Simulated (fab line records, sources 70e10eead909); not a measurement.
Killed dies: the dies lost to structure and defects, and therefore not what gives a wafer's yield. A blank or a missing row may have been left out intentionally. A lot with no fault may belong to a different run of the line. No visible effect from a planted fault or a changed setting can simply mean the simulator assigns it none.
Which of the tools did it? :: flow nand_harc :: 36 wafers from 12 lots sampled at 2 of the route's 1302 steps

WHAT EACH GAUGE READ, for each wafer
NHARC_P_M2_INSPECT_27.
lot: L075
measured: day 6 16:50
on: defect_inspect-02
raw_defect_count: 237 453 303

lot: L077
measured: day 7 14:53
on: defect_inspect-01
raw_defect_count: 290 565 248

lot: L079
measured: day 8 09:46
on: defect_inspect-01
raw_defect_count: 292 323 320

lot: L081
measured: day 9 11:38
on: defect_inspect-01
raw_defect_count: 340 271 163

lot: L083
measured: day 10 10:58
on: defect_inspect-01
raw_defect_count: 235 260 177

lot: L084
measured: day 11 00:04
on: defect_inspect-02
raw_defect_count: 174 210 174

lot: L087
measured: day 11 23:10
on: defect_inspect-02
raw_defect_count: 216 152 198

lot: L088
measured: day 12 15:31
on: defect_inspect-01
raw_defect_count: 264 238 287

lot: L091
measured: day 13 15:10
on: defect_inspect-02
raw_defect_count: 151 139 239

lot: L093
measured: day 14 11:13
on: defect_inspect-01
raw_defect_count: 267 235 147

lot: L095
measured: day 15 06:51
on: defect_inspect-02
raw_defect_count: 170 192 170

lot: L097
measured: day 16 09:38
on: defect_inspect-02
raw_defect_count: 368 234 329

WHICH TOOL RAN EACH LOT (tool, then ch and the chambers of the sampled wafers, then the start)
lot: L075
NHARC_P_M2_PVD_20: pvd_sputter-01, day 6 16:50 or earlier

lot: L077
NHARC_P_M2_PVD_20: pvd_sputter-02, day 7 14:53 or earlier

lot: L079
NHARC_P_M2_PVD_20: pvd_sputter-02, day 8 09:46 or earlier

lot: L081
NHARC_P_M2_PVD_20: pvd_sputter-02, day 9 11:38 or earlier

lot: L083
NHARC_P_M2_PVD_20: pvd_sputter-01, day 10 10:58 or earlier

lot: L084
NHARC_P_M2_PVD_20: pvd_sputter-03, day 11 00:04 or earlier

lot: L087
NHARC_P_M2_PVD_20: pvd_sputter-01, day 11 23:10 or earlier

lot: L088
NHARC_P_M2_PVD_20: pvd_sputter-01, day 12 15:31 or earlier

lot: L091
NHARC_P_M2_PVD_20: pvd_sputter-01, day 13 15:10 or earlier

lot: L093
NHARC_P_M2_PVD_20: pvd_sputter-02, day 14 11:13 or earlier

lot: L095
NHARC_P_M2_PVD_20: pvd_sputter-03, day 15 06:51 or earlier

lot: L097
NHARC_P_M2_PVD_20: pvd_sputter-02, day 16 09:38 or earlier
- NHARC_P_M2_PVD_20: deposits TaN, target thk 5 nm, time 8.06 s.

THE ANSWER, worked out from the rows above alone
Rule: what is usual is taken from the lots themselves. The widest of any qualifying gaps counts: lots, ordered by their means at a reading, are off when they make up no more than a third of the lots, leave a main group of 4 or more, and stand apart from it by 3 or more times the standard deviation of that group's means. The tables above print the reading to a certain number of digits; a main group whose means all agree to those digits is not used. A lot without any number at a reading at which 4 lots or more have one is off too. The other lots that the step has rows for count as sound.
None of the lots is off at any reading shown; this tells nothing.

WHAT THE SIMULATOR PUT IN
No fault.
